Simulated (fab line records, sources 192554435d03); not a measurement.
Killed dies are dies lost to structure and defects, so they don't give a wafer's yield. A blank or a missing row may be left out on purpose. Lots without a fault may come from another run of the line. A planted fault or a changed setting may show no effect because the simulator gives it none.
Chamber matching | flow n5_finfet | N5_MOL_CONTACT_COAG_CO_FILL_22 on cvd_co-01: 3 sister chambers
The step material Co, precursor CCTBA/H2, target thk 20 nm. 3 wafers are shown with their chamber, then 12 later ones without.

WAFERS WITH THEIR CHAMBER
wafer  | chamber | heater_power_w (W)
L087.4 | 2       | 190
L089.3 | 1       | 229
L089.4 | 0       | 212

WAFERS WITHOUT THEIR CHAMBER
wafer  | heater_power_w (W)
L091.1 | 191
L091.2 | 208
L091.5 | 187
L093.1 | 221
L093.2 | 215
L093.5 | 186
L096.1 | 186
L096.2 | 212
L096.6 | 222
L097.1 | 223
L097.2 | 189
L097.4 | 187

WHICH CHAMBER EACH WENT THROUGH
wafer  | from the rows above     | in truth
L091.1 | 2                       | 2
L091.2 | 0                       | 0
L091.5 | 2                       | 2
L093.1 | can't be placed: 1 or 0 | 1
L093.2 | 0                       | 0
L093.5 | 2                       | 2
L096.1 | 2                       | 2
L096.2 | 0                       | 0
L096.6 | can't be placed: 1 or 0 | 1
L097.1 | can't be placed: 1 or 0 | 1
L097.2 | 2                       | 2
L097.4 | 2                       | 2
Placed correctly: 9 of 12. Can't be placed from these rows: 3 (the true chamber is among the candidates in 3). Placed wrongly: 0.
How it was worked out, from the rows above alone: a wafer's distance from a chamber is the root of the sum, over the readings, of the square of ((its reading less the chamber's mean) divided by the reading's scatter). The wafer belongs to the nearest chamber; if the next one is less than 2 further off, it can't be placed. A chamber's mean is the mean of its shown wafers. The scatter: with one shown wafer a chamber, the root of the mean of the squares of how far each hidden wafer lies from its nearest shown one.
